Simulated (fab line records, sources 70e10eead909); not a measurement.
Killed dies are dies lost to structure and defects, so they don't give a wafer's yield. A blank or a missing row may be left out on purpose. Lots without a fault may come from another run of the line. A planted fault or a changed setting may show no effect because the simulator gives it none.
Chamber matching | flow nand_harc | NHARC_A_BONDPAD_CMP_29 on cmp-03: 4 sister chambers
The step polishes SiCN, target thk 200 nm. 14 wafers are shown with their chamber, then 7 later ones without.

WAFERS WITH THEIR CHAMBER
wafer  | chamber | motor_current_A (A) | retaining_ring_pressure_frac
L521.3 | 0       | 12.2                | 1.014
L521.4 | 1       | 11.3                | 1.001
L521.6 | 1       | 11.1                | 0.998
L522.1 | 2       | 13.1                | 1.001
L522.4 | 0       | 11.6                | 0.997
L522.6 | 1       | 11.7                | 0.999
L524.1 | 0       | 12.6                | 1.003
L524.4 | 1       | 11.2                | 1.001
L524.6 | 1       | 11.4                | 1.003
L527.2 | 3       | 11.7                | 1.004
L527.3 | 1       | 10.9                | 0.997
L527.5 | 0       | 12.0                | 0.999
L526.3 | 3       | 11.5                | 0.998
L526.4 | 2       | 13.1                | 0.993

SIGNATURES (means of the wafers above)
reading                      | chamber 0 | chamber 1 | chamber 2 | chamber 3 | scatter within a chamber
motor_current_A              | 12.100    | 11.267    | 13.100    | 11.600    | 0.302
retaining_ring_pressure_frac | 1.00325   | 0.99983   | 0.99700   | 1.00100   | 0.00498
Rule: a wafer's distance from a chamber is the root of the sum, over the readings, of the square of ((its reading less the chamber's mean) divided by the reading's scatter). The wafer belongs to the nearest chamber; if the next one is less than 2 further off, it can't be placed. The scatter: the root of (the sum of the squares of (reading less its chamber's mean) over the shown wafers, divided by (wafers less chambers)).

WAFERS WITHOUT THEIR CHAMBER
wafer  | motor_current_A (A) | retaining_ring_pressure_frac
L526.6 | 11.2                | 1.002
L531.3 | 12.1                | 1.000
L531.4 | 12.2                | 0.999
L531.6 | 12.1                | 0.994
L544.4 | 11.3                | 1.001
L544.5 | 12.7                | 0.998
L544.6 | 12.2                | 0.996

WHICH CHAMBER EACH WENT THROUGH
wafer  | from the rows above               | in truth
L526.6 | can't be placed: 1 or 3           | 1
L531.3 | can't be placed: 0 or 3           | 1
L531.4 | can't be placed: 0 or 3           | 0
L531.6 | can't be placed: 0 or 3 or 1 or 2 | 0
L544.4 | can't be placed: 1 or 3           | 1
L544.5 | can't be placed: 2 or 0           | 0
L544.6 | can't be placed: 0 or 3 or 2 or 1 | 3
Placed correctly: 0 of 7. Can't be placed from these rows: 7 (the true chamber is among the candidates in 6). Placed wrongly: 0.
